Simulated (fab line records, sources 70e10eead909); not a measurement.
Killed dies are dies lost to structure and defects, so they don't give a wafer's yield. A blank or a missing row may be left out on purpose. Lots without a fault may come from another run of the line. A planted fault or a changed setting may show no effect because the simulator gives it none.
fab line records | flow nand_harc
record lots=12 wafers=36 last_day=33
route steps=1302 shown A_SLIT@924 A_SIN_REMOVE@951 A_WL_FILL@959 END@1302
lots that met no fault: from a run of the same line without faults
start_h: hours from the record's first day to the start of the lot's first wafer shown | wait_h: hours since the lot's step before | " the same as in the row above | L1.1+2: a row that stands for several wafers | - no value, or no start given | * or withheld: withheld | < > ~ a bound
route shown NAME@n: a module of which the file shows steps, and the number in the route of the first | usual: mean/standard deviation of fault-free wafers | same: alike in all rows | chamber/n: place in a boat | sites: the reading at each site | _std_site: their standard deviation | _edge_site: outer sites' mean less inner sites' | radius_mm: how far each site lies from the wafer's centre | mask NAME#n: copy n | behind: the tool/chamber that last shaped the wafer | hold: why the lot was held/for how many hours/how that ended | device: the transistor (n, p or np) that didn't switch | end of line: the same wafers' tests at the end of the route | a step without rows: its recipe alone | killed: dies lost to structure and defects at the first sort, not the wafer's yield | map: a wafer's dies, x killed, . not, _ none there
set.NAME: the setting as run; set.NAME@STEP: as run at that earlier step | model.NAME: the simulator's own value behind a step, which no gauge read
steps of the route over a sample of lots; a table a step, a row a wafer
services: from which hour (start_h, from the record's first day; less than 0 if before it) a tool's chamber was out of use, for how many hours, and why
## steps
# step NHARC_A_SLIT_DEP_23
# recipe target_thk_a=1000 target_thk_nm=100 temp_c=400 pressure_torr=3.5 flow_sccm=200 rf_w=350 material=SiON
# usual heater_power_w=725/100
# columns lot.wafer tool chamber start_h wait_h heater_power_w
L767.3 pecvd-01 0 458.76 1.9 874
L767.4 " 1 " " 903
L767.5 " 0 " " 859
L768.3 pecvd-02 2 466.80 1.9 794
L768.6 " 1 " " 688
L768.5 " 2 " " 789
L769.3 pecvd-03 1 499.80 1.9 658
L769.2 " 2 " " 679
L769.4 " 0 " " 716
L770.3 pecvd-02 1 501.69 1.9 625
L770.4 " 1 " " 606
L770.6 " 0 " " 812
L777.1 pecvd-03 0 553.02 3.2 735
L777.3 " 2 " " 672
L777.4 " 2 " " 664
L778.3 pecvd-02 1 575.18 1.9 655
L778.1 " 2 " " 836
L778.4 " 0 " " 733
L779.1 pecvd-03 1 588.77 3.2 629
L779.2 " 2 " " 527
L779.4 " 0 " " 672
L780.3 pecvd-02 2 588.78 1.9 695
L780.2 " 0 " " 756
L780.6 " 0 " " 779
L787.1 pecvd-03 1 658.79 3.1 641
L787.3 " 0 " " 737
L787.5 " 1 " " 540
L786.1 pecvd-02 1 658.86 3.2 693
L786.6 " 0 " " 647
L786.4 " 1 " " 682
L788.3 pecvd-02 0 664.39 1.9 776
L788.4 " 0 " " 779
L788.5 " 2 " " 762
L789.1 pecvd-03 1 681.41 3.2 644
L789.5 " 1 " " 653
L789.4 " 2 " " 645
# step NHARC_A_SLIT_DESCUM_14
# recipe time_s=3 o2_flow_sccm=200 ar_flow_sccm=0 bias_power_w=0 chemistry=O2
# usual drypump_motor_current_A=6.0/0.48 oes_product_au=1.001/0.0075 rf_vpp_V=57.9/0.82 showerhead_plenum_p_Torr=1.93/0.073 throttle_valve_pct=11.312/0.0099
# columns lot.wafer tool chamber start_h wait_h drypump_motor_current_A oes_product_au rf_hours_counter_h rf_vpp_V showerhead_plenum_p_Torr throttle_valve_pct
L767.4 rie_diel-12 3 459.61 0.1 5.9 1.005 0 57.9 1.90 11.320
L767.3 " 1 " " 6.2 0.997 0 59.5 1.95 11.302
L767.5 " 3 " " 5.9 1.000 - 57.8 1.90 11.305
L768.3 rie_diel-03 2 467.64 0.1 5.7 1.010 0 59.1 1.80 11.315
L768.5 " 2 " " 5.6 0.999 - 57.3 1.80 11.319
L768.6 " 3 " " 6.0 1.011 - 57.4 1.79 11.306
L769.4 rie_diel-03 0 500.65 0.1 6.0 1.005 2 57.0 1.89 11.308
L769.3 " 1 " " 6.7 0.998 3 57.2 1.91 11.315
L769.2 " 2 " " 5.6 1.006 4 57.4 1.80 11.305
L770.4 rie_diel-07 2 502.44 0.1 5.7 1.003 1 59.0 1.96 11.317
L770.3 " 3 " " 5.9 1.006 1 57.6 1.94 11.314
L770.6 " 0 " " 6.4 0.994 - 57.3 2.00 11.310
L777.4 rie_diel-03 3 553.75 0.1 6.0 0.990 6 57.5 1.79 11.308
L777.3 " 1 " " 6.7 1.000 8 56.7 1.91 11.301
L777.1 " 2 " " 5.6 0.997 8 57.2 1.80 11.315
L778.1 rie_diel-07 2 575.92 0.1 5.7 0.993 4 57.6 1.96 11.326
L778.3 " 0 " " 6.4 0.998 5 57.7 2.00 11.314
L778.4 " 1 " " 6.5 0.994 5 59.5 2.02 11.299
L779.2 rie_diel-07 1 589.61 0.1 6.5 0.997 6 56.8 2.02 11.322
L779.1 " 3 " " 5.9 0.997 5 58.4 1.94 11.304
L779.4 " 0 " " 6.4 0.996 6 58.4 2.00 11.303
L780.3 rie_diel-12 1 589.76 0.1 6.2 0.985 6 57.0 1.95 11.310
L780.2 " 2 " " 6.5 0.995 8 57.9 2.02 11.306
L780.6 " 2 " " 6.5 0.995 - 57.7 2.02 11.298
L787.3 rie_diel-12 0 659.65 0.1 4.7 0.998 2 58.8 1.89 11.315
L787.1 " 1 " " 6.2 1.011 2 58.6 1.94 11.311
L787.5 " 1 " " 6.2 1.010 - 57.7 1.94 11.317
L786.1 rie_diel-07 0 659.81 0.1 6.4 0.987 0 57.8 2.00 11.311
L786.4 " 3 " " 5.9 1.001 0 56.7 1.94 11.318
L786.6 " 0 " " 6.4 0.984 - 58.3 2.00 11.299
L788.3 rie_diel-03 3 665.13 0.1 6.0 1.007 1 56.5 1.79 11.301
L788.4 " 1 " " 6.7 1.012 0 58.9 1.91 11.304
L788.5 " 0 " " 6.0 1.004 - 58.3 1.89 11.323
L789.1 rie_diel-07 0 682.26 0.1 6.4 1.004 1 58.0 2.00 11.324
L789.4 " 0 " " 6.4 1.011 - 58.0 2.00 11.305
L789.5 " 1 " " 6.5 1.006 - 57.5 2.02 11.320
# step NHARC_A_SLIT_ETCH_17
# recipe bias_v=900 source_w=withheld pressure_mtorr=20 ar_flow_sccm=375 c4f8_flow_sccm=83.3 o2_flow_sccm=41.7 time_s=4254.5 target_depth_a=2.03e+05 chemistry=C4F8/O2/Ar
# usual drypump_motor_current_A=5.7/0.53 showerhead_plenum_p_Torr=3.59/0.14 throttle_valve_pct=32.046/0.0078
# columns lot.wafer tool chamber start_h wait_h drypump_motor_current_A rf_hours_counter_h showerhead_plenum_p_Torr throttle_valve_pct
L767.4 har_etch-01 1 462.05 - 5.1 - 3.63 32.048
L767.3 " 0 " " 6.4 - 3.49 32.058
L767.5 " 0 463.84 - 6.4 - 3.49 32.038
L768.3 har_etch-01 0 470.73 - 6.4 - 3.49 32.054
L768.5 " 1 " " 5.1 - 3.62 32.046
L768.6 " 0 " " 6.4 - 3.49 32.038
L769.2 har_etch-02 1 502.21 - 5.8 58 3.91 32.043
L769.3 " 1 503.42 - 5.8 - 3.91 32.047
L769.4 " 0 " " 5.7 - 3.64 32.042
L770.4 har_etch-01 0 506.85 - 6.4 - 3.48 32.050
L770.3 " 1 " " 5.1 - 3.61 32.057
L770.6 " 1 508.69 - 5.1 - 3.61 32.035
L777.1 har_etch-02 0 555.62 - 5.7 89 3.62 32.056
L777.3 " 1 " " 5.8 - 3.89 32.041
L777.4 " 0 " " 5.7 - 3.62 32.044
L778.1 har_etch-01 0 577.19 - 6.4 318 3.46 32.044
L778.4 " 0 578.39 - 6.4 - 3.46 32.049
L778.3 " 1 " " 5.1 - 3.59 32.030
L779.2 har_etch-02 0 591.26 - 5.7 112 3.61 32.054
L779.1 " 1 " " 5.8 112 3.88 32.063
L779.4 " 1 593.09 - 5.8 - 3.88 32.044
L780.2 har_etch-01 1 592.20 - 5.1 329 3.58 32.057
L780.3 " 1 593.41 - 5.1 - 3.59 32.046
L780.6 " 0 595.24 - 6.4 - 3.45 32.054
L787.1 har_etch-02 0 660.92 - 5.7 151 3.59 32.052
L787.3 " 0 662.13 - 5.7 - 3.59 32.030
L787.5 " 0 663.34 - 5.7 - 3.59 32.065
L786.1 har_etch-01 0 661.67 - 6.4 367 3.43 32.054
L786.4 " 0 662.88 - 6.4 - 3.43 32.051
L786.6 " 0 664.09 - 6.4 - 3.43 32.052
L788.3 har_etch-01 0 667.60 - 6.4 - 3.43 32.053
L788.4 " 1 " " 5.1 - 3.56 32.050
L788.5 " 1 669.43 - 5.1 - 3.56 32.037
L789.1 har_etch-01 0 685.43 - 6.4 382 3.42 32.058
L789.4 " 1 687.23 - 5.1 - 3.56 32.048
L789.5 " 0 " " 6.4 - 3.42 32.047
# step NHARC_A_SIN_REMOVE_INSPECT_04
# usual raw_defect_count=393/86
# columns lot.wafer tool chamber start_h wait_h raw_defect_count
L767.3 defect_inspect-01 - 472.47 0.0 360
L767.4 " - " " 408
L767.5 " - " " 388
L768.3 defect_inspect-02 - 480.68 0.0 416
L768.5 " - " " 440
L768.6 " - " " 438
L769.2 defect_inspect-01 - 513.53 0.0 340
L769.3 " - " " 506
L769.4 " - " " 280
L770.3 defect_inspect-02 - 517.22 0.0 374
L770.4 " - " " 406
L770.6 " - " " 409
L777.1 defect_inspect-01 - 566.72 0.0 442
L777.3 " - " " 472
L777.4 " - " " 492
L778.1 defect_inspect-01 - 589.00 0.0 1255
L778.3 " - " " 1256
L778.4 " - " " 1225
L780.2 defect_inspect-02 - 602.98 0.0 1441
L780.3 " - " " 1466
L780.6 " - " " 1471
L779.1 defect_inspect-01 - 602.98 0.0 308
L779.2 " - " " 332
L779.4 " - " " 397
L787.1 defect_inspect-01 - 672.58 0.0 382
L787.3 " - " " 279
L787.5 " - " " 277
L786.1 defect_inspect-02 - 672.59 0.0 423
L786.4 " - " " 334
L786.6 " - " " 371
L788.3 defect_inspect-02 - 677.98 0.0 429
L788.4 " - " " 544
L788.5 " - " " 413
L789.1 defect_inspect-01 - 697.28 0.0 459
L789.4 " - " " 595
L789.5 " - " " 456
# step NHARC_A_WL_FILL_STRIP_27
# recipe power_w=1500 temp_c=250 time_s=20 chemistry=N2/H2
# usual drypump_motor_current_A=5.4/0.64 heater_power_w=344/39
# columns lot.wafer tool chamber start_h wait_h drypump_motor_current_A heater_power_w rf_hours_counter_h
L767.4 plasma_asher-02 1 474.25 0.1 5.0 413 -
L767.3 " 0 " " 4.9 322 -
L767.5 " 0 " " 4.9 316 -
L768.3 plasma_asher-02 0 486.17 0.1 4.9 314 -
L768.6 " 0 " " 4.9 314 -
L768.5 " 1 " " 5.0 406 -
L769.2 plasma_asher-02 0 515.44 0.2 5.0 322 16
L769.3 " 1 " " 5.0 402 -
L769.4 " 0 " " 5.0 324 -
L770.3 plasma_asher-02 1 519.00 0.1 5.0 415 -
L770.4 " 0 " " 4.9 324 -
L770.6 " 1 " " 5.0 408 -
L777.1 plasma_asher-02 1 568.45 0.1 5.0 406 27
L777.4 " 1 " " 5.0 422 -
L777.3 " 0 " " 5.0 314 -
L778.1 plasma_asher-01 0 590.77 0.1 5.4 300 13
L778.3 " 1 " " 6.6 350 -
L778.4 " 0 " " 5.4 299 -
L779.2 plasma_asher-01 0 604.83 0.2 5.4 305 15
L779.1 " 1 " " 6.6 340 15
L779.4 " 0 " " 5.4 302 -
L780.2 plasma_asher-01 0 604.96 0.3 5.4 306 15
L780.3 " 1 " " 6.6 338 -
L780.6 " 0 " " 5.4 311 -
L787.1 plasma_asher-02 0 674.34 0.1 5.0 317 14
L787.3 " 1 " " 5.0 379 -
L787.5 " 1 " " 5.0 382 -
L786.1 plasma_asher-01 0 674.65 0.2 5.4 309 32
L786.4 " 1 " " 6.6 339 -
L786.6 " 1 " " 6.6 338 -
L788.4 plasma_asher-02 1 680.66 0.1 5.1 374 -
L788.3 " 0 " " 4.9 316 -
L788.5 " 0 " " 4.9 319 -
L789.1 plasma_asher-02 1 699.62 0.4 5.0 381 19
L789.4 " 1 " " 5.0 382 -
L789.5 " 1 " " 5.0 388 -
# step NHARC_END_SORT_01
# recipe temp_c=25
# usual killed_at_array=54/20 killed_at_other=0.9/1.1 killed_at_periphery=3.8/2.4 killed_dies=58/20 killed_open=3.5/1.9 killed_short=2.5/1.6
# same gross_dies=677
# columns lot.wafer tool chamber start_h wait_h killed_at_array killed_at_other killed_at_periphery killed_dies killed_open killed_short
L767.3 prober-02 0 577.87 3.1 84 1 5 90 1 0
L767.4 prober-02 0 578.68 3.4 72 4 6 82 4 2
L767.5 prober-02 0 579.48 3.7 76 0 6 82 5 0
L768.3 prober-02 0 585.71 3.1 74 0 5 79 3 3
L768.5 prober-02 0 587.30 3.7 98 1 3 102 4 1
L768.6 prober-02 0 588.10 4.0 103 1 4 108 1 3
L769.2 prober-01 0 617.93 2.8 35 0 2 37 5 2
L769.3 prober-01 0 618.72 3.1 17 0 3 20 4 4
L769.4 prober-01 0 619.51 3.4 26 1 3 30 5 1
L770.3 prober-02 0 626.68 3.1 73 0 5 78 2 4
L770.4 prober-02 0 627.49 3.4 78 2 4 84 3 3
L770.6 prober-02 0 629.12 4.1 69 0 4 73 4 3
L777.1 prober-02 0 663.97 2.5 59 1 1 61 4 3
L777.3 prober-02 0 665.57 3.1 68 0 4 72 2 1
L777.4 prober-02 0 666.37 3.4 49 1 2 52 3 2
L778.1 prober-02 0 681.96 2.5 124 2 6 132 9 4
L778.3 prober-02 0 683.58 3.1 45 2 5 52 4 3
L778.4 prober-02 0 684.40 3.4 128 1 7 136 6 0
L779.1 prober-02 0 698.05 2.5 72 1 11 84 4 1
L779.2 prober-02 0 698.84 2.8 49 1 7 57 6 5
L779.4 prober-02 0 700.44 3.4 67 0 3 70 5 1
L780.2 prober-01 0 698.75 2.8 76 0 4 80 3 1
L780.3 prober-01 0 699.54 3.1 84 2 2 88 2 2
L780.6 prober-01 0 701.92 4.0 150 0 4 154 4 2
L787.1 prober-01 0 770.68 2.5 27 4 3 34 4 4
L787.3 prober-01 0 772.26 3.1 38 4 2 44 2 3
L787.5 prober-01 0 773.84 3.7 29 5 0 34 3 1
L786.1 prober-02 0 777.17 2.5 65 1 2 68 4 1
L786.4 prober-02 0 779.58 3.4 62 0 1 63 5 6
L786.6 prober-02 0 781.19 4.0 58 0 2 60 3 3
L788.3 prober-01 0 781.65 3.1 67 1 4 72 6 5
L788.4 prober-01 0 782.46 3.5 34 1 1 36 0 3
L788.5 prober-01 0 783.28 3.8 32 0 1 33 1 0
L789.1 prober-01 0 797.23 2.5 68 3 2 73 4 0
L789.4 prober-01 0 799.60 3.4 59 1 1 61 7 0
L789.5 prober-01 0 800.38 3.7 75 1 1 77 2 1
# killed by level:class
L767.3 A_CHANNEL_HOLE_D2:chamber_film_flake=40 A_SLIT:chamber_film_flake=23 A_STAIRCASE:chamber_film_flake=5 P_GATE:chamber_film_flake=4 A_M1:chamber_film_flake=4 A_CHANNEL_HOLE_D1:chamber_film_flake=3 A_SGD_CUT:chamber_film_flake=3 A_CONTACT:chamber_film_flake=3
L767.4 A_CHANNEL_HOLE_D2:chamber_film_flake=33 A_SLIT:chamber_film_flake=10 A_M1:chamber_film_flake=8 A_SGD_CUT:chamber_film_flake=6 A_CONTACT:chamber_film_flake=5 P_GATE:chamber_film_flake=4 THIN_TSV:chamber_film_flake=4 A_CHANNEL_HOLE_D1:chamber_film_flake=3
L767.5 A_CHANNEL_HOLE_D2:chamber_film_flake=39 A_SLIT:chamber_film_flake=16 A_M1:chamber_film_flake=5 A_STAIRCASE:chamber_film_flake=4 A_SGD_CUT:chamber_film_flake=3 A_CONTACT:chamber_film_flake=3 A_SOURCE_PLATE:geometric_particle:open=2 P_ZERO_WELL:chamber_film_flake=2
L768.3 A_SLIT:chamber_film_flake=27 A_CHANNEL_HOLE_D1:chamber_film_flake=17 A_CHANNEL_HOLE_D2:chamber_film_flake=15 A_CONTACT:chamber_film_flake=4 P_GATE:chamber_film_flake=3 A_STAIRCASE:chamber_film_flake=3 P_M0:geometric_particle:open=1 A_SOURCE_PLATE:geometric_particle:open=1
L768.5 A_CHANNEL_HOLE_D1:chamber_film_flake=33 A_CHANNEL_HOLE_D2:chamber_film_flake=30 A_SLIT:chamber_film_flake=11 A_CONTACT:chamber_film_flake=7 A_CHANNEL_FILL_D2:chamber_film_flake=5 A_STAIRCASE:chamber_film_flake=4 P_ZERO_WELL:chamber_film_flake=2 A_WL_FILL:chamber_film_flake=2
L768.6 A_CHANNEL_HOLE_D2:chamber_film_flake=33 A_CHANNEL_HOLE_D1:chamber_film_flake=30 A_SLIT:chamber_film_flake=29 A_CONTACT:chamber_film_flake=5 P_GATE:chamber_film_flake=3 A_CHANNEL_FILL_D2:chamber_film_flake=2 P_M1:geometric_particle:short=1 A_SOURCE_PLATE:geometric_particle:short=1
L769.2 A_CHANNEL_HOLE_D2:chamber_film_flake=10 A_CONTACT:chamber_film_flake=8 A_STAIRCASE:chamber_film_flake=7 A_CHANNEL_HOLE_D1:chamber_film_flake=2 P_STI:geometric_particle:short=1 A_CHANNEL_HOLE_D1:geometric_particle:open=1 A_CHANNEL_FILL_D1:geometric_particle:open=1 A_DECK1_JOINT:geometric_particle:open=1
L769.3 A_CHANNEL_HOLE_D1:chamber_film_flake=4 A_CONTACT:chamber_film_flake=4 A_CHANNEL_HOLE_D2:chamber_film_flake=2 P_GATE:geometric_particle:short=1 P_CONTACT:geometric_particle:open=1 A_CHANNEL_HOLE_D1:geometric_particle:open=1 A_ONON_D2:geometric_particle:short=1 A_ONON_D2:geometric_particle:open=1
L769.4 A_CHANNEL_HOLE_D2:chamber_film_flake=7 A_CONTACT:chamber_film_flake=6 A_STAIRCASE:chamber_film_flake=4 A_M0:geometric_particle:open=2 A_SLIT:chamber_film_flake=2 P_GATE:geometric_particle:open=1 P_CONTACT:geometric_particle:open=1 A_ONON_D1:geometric_particle:short=1
L770.3 A_CHANNEL_HOLE_D1:chamber_film_flake=26 A_CHANNEL_HOLE_D2:chamber_film_flake=22 A_SLIT:chamber_film_flake=11 A_STAIRCASE:chamber_film_flake=5 A_WL_FILL:chamber_film_flake=4 P_M0:geometric_particle:short=2 A_CHANNEL_HOLE_D2:geometric_particle:short=2 P_GATE:geometric_particle:open=1
L770.4 A_SLIT:chamber_film_flake=31 A_CHANNEL_HOLE_D2:chamber_film_flake=17 A_CHANNEL_HOLE_D1:chamber_film_flake=13 A_STAIRCASE:chamber_film_flake=8 P_ZERO_WELL:chamber_film_flake=2 A_ZERO_WELL:chamber_film_flake=2 THIN_TSV:chamber_film_flake=2 P_M0:geometric_particle:short=1
L770.6 A_CHANNEL_HOLE_D2:chamber_film_flake=18 A_CHANNEL_HOLE_D1:chamber_film_flake=14 A_SLIT:chamber_film_flake=13 A_STAIRCASE:chamber_film_flake=7 A_ZERO_WELL:chamber_film_flake=4 A_CHANNEL_FILL_D2:chamber_film_flake=3 P_ZERO_WELL:chamber_film_flake=2 A_WL_FILL:chamber_film_flake=2
L777.1 A_CHANNEL_HOLE_D1:chamber_film_flake=36 A_CHANNEL_HOLE_D2:chamber_film_flake=5 A_BLC:geometric_particle:open=3 A_STAIRCASE:chamber_film_flake=3 A_BLC:chamber_film_flake=3 A_ONON_D1:geometric_particle:short=2 A_CHANNEL_FILL_D2:chamber_film_flake=2 A_ONON_D2:geometric_particle:short=1
L777.3 A_CHANNEL_HOLE_D1:chamber_film_flake=34 A_CHANNEL_HOLE_D2:chamber_film_flake=19 A_CONTACT:chamber_film_flake=7 P_ZERO_WELL:chamber_film_flake=2 A_STAIRCASE:chamber_film_flake=2 A_CHANNEL_FILL_D1:geometric_particle:short=1 A_CONTACT:geometric_particle:open=1 A_BLC:geometric_particle:open=1
L777.4 A_CHANNEL_HOLE_D1:chamber_film_flake=24 A_CHANNEL_HOLE_D2:chamber_film_flake=10 A_SLIT:chamber_film_flake=4 A_BLC:chamber_film_flake=3 A_CONTACT:chamber_film_flake=2 P_GATE:geometric_particle:open=1 P_M0:geometric_particle:short=1 A_ONON_D1:geometric_particle:short=1
L778.1 A_SLIT:unspecified=87 A_SLIT:chamber_film_flake=8 A_STAIRCASE:chamber_film_flake=5 A_CONTACT:chamber_film_flake=5 P_M0:chamber_film_flake=4 A_SGD_CUT:chamber_film_flake=4 A_CHANNEL_FILL_D2:geometric_particle:open=3 A_CONTACT:geometric_particle:open=2
L778.3 A_SLIT:unspecified=25 A_CONTACT:chamber_film_flake=6 P_M0:chamber_film_flake=3 A_CHANNEL_HOLE_D1:chamber_film_flake=3 A_WL_FILL:chamber_film_flake=3 A_BLC:geometric_particle:open=2 P_GATE:geometric_particle:open=1 P_CONTACT:geometric_particle:open=1
L778.4 A_SLIT:unspecified=97 A_SLIT:chamber_film_flake=8 A_SGD_CUT:chamber_film_flake=6 P_M0:chamber_film_flake=5 A_CONTACT:chamber_film_flake=4 A_CHANNEL_HOLE_D1:chamber_film_flake=3 A_SOURCE_PLATE:geometric_particle:open=2 P_ZERO_WELL:chamber_film_flake=2
L779.1 A_CHANNEL_HOLE_D1:chamber_film_flake=38 A_CHANNEL_HOLE_D2:chamber_film_flake=24 P_ZERO_WELL:chamber_film_flake=5 A_CONTACT:chamber_film_flake=3 P_CONTACT:geometric_particle:open=2 A_M0:geometric_particle:open=2 P_CONTACT:chamber_film_flake=2 A_STAIRCASE:chamber_film_flake=2
L780.2 A_CHANNEL_HOLE_D1:chamber_film_flake=27 A_SLIT:unspecified=26 A_CONTACT:chamber_film_flake=8 A_STAIRCASE:chamber_film_flake=6 P_GATE:chamber_film_flake=2 A_SLIT:chamber_film_flake=2 A_M0:chamber_film_flake=2 P_STI:geometric_particle:open=1
L779.2 A_CHANNEL_HOLE_D1:chamber_film_flake=24 A_CHANNEL_HOLE_D2:chamber_film_flake=9 A_STAIRCASE:chamber_film_flake=3 A_SLIT:chamber_film_flake=3 A_CHANNEL_FILL_D1:geometric_particle:open=2 A_CONTACT:chamber_film_flake=2 P_CONTACT:geometric_particle:open=1 P_M0:geometric_particle:open=1
L780.3 A_CHANNEL_HOLE_D1:chamber_film_flake=41 A_SLIT:unspecified=27 A_STAIRCASE:chamber_film_flake=7 THIN_TSV:chamber_film_flake=2 P_STI:geometric_particle:short=1 A_CHANNEL_FILL_D1:geometric_particle:open=1 A_CHANNEL_HOLE_D2:geometric_particle:short=1 A_BLC:geometric_particle:open=1
L779.4 A_CHANNEL_HOLE_D2:chamber_film_flake=22 A_CHANNEL_HOLE_D1:chamber_film_flake=20 A_STAIRCASE:chamber_film_flake=9 A_CONTACT:chamber_film_flake=5 A_SLIT:chamber_film_flake=3 P_ZERO_WELL:chamber_film_flake=2 A_WL_FILL:chamber_film_flake=2 P_CONTACT:geometric_particle:open=1
L780.6 A_SLIT:unspecified=89 A_CHANNEL_HOLE_D1:chamber_film_flake=37 A_CHANNEL_HOLE_D2:chamber_film_flake=6 A_CONTACT:chamber_film_flake=4 A_SLIT:chamber_film_flake=4 A_M0:chamber_film_flake=3 P_CONTACT:geometric_particle:open=1 P_M0:geometric_particle:open=1
L787.1 A_CHANNEL_HOLE_D2:chamber_film_flake=13 A_SLIT:chamber_film_flake=6 THIN_TSV:chamber_film_flake=4 P_CONTACT:geometric_particle:open=1 P_M0:geometric_particle:short=1 P_M1:geometric_particle:open=1 A_ONON_D1:geometric_particle:open=1 A_CHANNEL_HOLE_D1:geometric_particle:short=1
L787.3 A_CHANNEL_HOLE_D1:chamber_film_flake=12 A_CHANNEL_HOLE_D2:chamber_film_flake=11 A_CONTACT:chamber_film_flake=4 A_STAIRCASE:chamber_film_flake=3 A_SLIT:chamber_film_flake=3 THIN_TSV:chamber_film_flake=3 A_CHANNEL_FILL_D1:chamber_film_flake=2 P_M1:geometric_particle:short=1
L787.5 A_CHANNEL_HOLE_D2:chamber_film_flake=10 THIN_TSV:chamber_film_flake=5 A_SLIT:chamber_film_flake=4 A_CONTACT:chamber_film_flake=3 A_CHANNEL_HOLE_D1:chamber_film_flake=2 A_DECK1_JOINT:chamber_film_flake=2 A_STAIRCASE:chamber_film_flake=2 A_ONON_D1:geometric_particle:open=1
L786.1 A_SLIT:chamber_film_flake=36 A_CHANNEL_HOLE_D1:chamber_film_flake=11 A_CONTACT:chamber_film_flake=6 A_BLC:chamber_film_flake=4 A_STAIRCASE:chamber_film_flake=2 P_CONTACT:geometric_particle:open=1 A_ONON_D1:geometric_particle:open=1 A_ONON_D2:geometric_particle:open=1
L786.4 A_SLIT:chamber_film_flake=30 A_CHANNEL_HOLE_D1:chamber_film_flake=10 A_BLC:chamber_film_flake=7 A_CONTACT:chamber_film_flake=5 A_WL_FILL:geometric_particle:short=2 P_M1:geometric_particle:open=1 A_SOURCE_PLATE:geometric_particle:open=1 A_ONON_D1:geometric_particle:open=1
L786.6 A_SLIT:chamber_film_flake=30 A_CHANNEL_HOLE_D1:chamber_film_flake=7 A_BLC:chamber_film_flake=6 A_CONTACT:chamber_film_flake=4 A_STAIRCASE:chamber_film_flake=2 P_GATE:geometric_particle:open=1 A_ONON_D1:geometric_particle:short=1 A_CHANNEL_FILL_D1:geometric_particle:short=1
L788.3 A_SLIT:chamber_film_flake=38 A_STAIRCASE:chamber_film_flake=9 A_CONTACT:chamber_film_flake=7 A_BLC:chamber_film_flake=3 A_DECK1_JOINT:geometric_particle:open=2 P_GATE:chamber_film_flake=2 P_GATE:geometric_particle:open=1 A_ONON_D1:geometric_particle:short=1
L788.4 A_STAIRCASE:chamber_film_flake=12 A_SLIT:chamber_film_flake=11 A_CONTACT:chamber_film_flake=4 A_BLC:chamber_film_flake=2 A_ONON_D1:geometric_particle:short=1 A_ONON_D2:geometric_particle:short=1 A_SGD_CUT:geometric_particle:short=1 P_ZERO_WELL:chamber_film_flake=1
L788.5 A_SLIT:chamber_film_flake=14 A_STAIRCASE:chamber_film_flake=8 A_CONTACT:chamber_film_flake=7 A_BLC:chamber_film_flake=2 P_GATE:geometric_particle:open=1 A_CHANNEL_HOLE_D1:chamber_film_flake=1
L789.1 A_SLIT:chamber_film_flake=36 A_CONTACT:chamber_film_flake=12 A_CHANNEL_HOLE_D1:chamber_film_flake=7 A_CHANNEL_HOLE_D2:chamber_film_flake=6 A_STAIRCASE:chamber_film_flake=3 THIN_TSV:chamber_film_flake=3 P_CONTACT:geometric_particle:open=1 A_ONON_D2:geometric_particle:open=1
L789.4 A_CHANNEL_HOLE_D1:chamber_film_flake=26 A_SLIT:chamber_film_flake=13 A_CONTACT:chamber_film_flake=7 A_CHANNEL_HOLE_D2:chamber_film_flake=3 A_CHANNEL_FILL_D2:geometric_particle:open=2 A_ZERO_WELL:chamber_film_flake=2 A_CHANNEL_FILL_D1:geometric_particle:open=1 A_ONON_D2:geometric_particle:open=1
L789.5 A_SLIT:chamber_film_flake=37 A_CONTACT:chamber_film_flake=16 A_CHANNEL_HOLE_D1:chamber_film_flake=10 A_CHANNEL_HOLE_D2:chamber_film_flake=6 A_CHANNEL_HOLE_D1:geometric_particle:short=1 A_DECK1_JOINT:geometric_particle:open=1 A_CHANNEL_FILL_D2:geometric_particle:open=1 P_BONDPAD:chamber_film_flake=1
## services
# columns tool chamber start_h hours kind
rie_diel-07 3 443.91 2.6 repair
rie_diel-12 - 445.40 9.0 pm
rie_diel-03 - 458.30 9.0 pm
rie_diel-07 - 471.20 9.0 pm
pecvd-03 2 471.98 10.7 repair
plasma_asher-02 - 490.45 1.9 repair
pecvd-02 1 514.53 3.2 repair
plasma_asher-01 - 520.11 9.0 pm
pecvd-02 - 564.00 3.3 repair
pecvd-03 - 565.96 13.0 pm
pecvd-02 - 589.38 13.0 pm
rie_diel-03 1 590.46 2.6 repair
plasma_asher-02 - 603.07 9.0 pm
har_etch-01 - 603.71 1.5 repair
plasma_asher-01 - 610.14 1.6 repair
pecvd-02 - 627.41 1.7 repair
rie_diel-03 0 632.37 24.5 repair
rie_diel-03 - 635.30 9.0 pm
pecvd-02 - 645.17 0.7 repair
rie_diel-07 - 648.20 9.0 pm
rie_diel-03 2 666.81 4.2 repair
rie_diel-07 3 673.63 12.0 repair
rie_diel-03 2 678.08 4.1 repair
plasma_asher-01 - 697.11 9.0 pm
## key
first_sign step=NHARC_A_SIN_REMOVE_INSPECT_04 reading=raw_defect_count direction=up sigmas=11 usual=393 struck=1352
effect step=NHARC_END_SORT_01 reading=killed_dies direction=up sigmas=2.4 usual=58 struck=107 wafers_moved=3
more_kills_born_at NHARC_A_SLIT_ETCH_17@har_etch-01=232
met_at NHARC_A_SLIT_ETCH_17
struck_lots L778,L780
tester_left_out L778,L780
not_acting_at NHARC_A_SLIT_DEP_23,NHARC_A_SLIT_DESCUM_14,NHARC_A_WL_FILL_STRIP_27
onset_between 506.85 577.19
fault kind=chamber_particle_source tool=har_etch-01 chamber=- onset_h=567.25 steps=NHARC_A_SLIT_ETCH_17 rate_per_visit_cm2=1.5593 end_h=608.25
# tester_left_out: of these lots the tester's yield and bins aren't shown, on N5 and GAA mostly nor the transistor test; their killed dies are dies lost to structure and defects alone, not to doping, threshold or leakage, so they don't give the yield
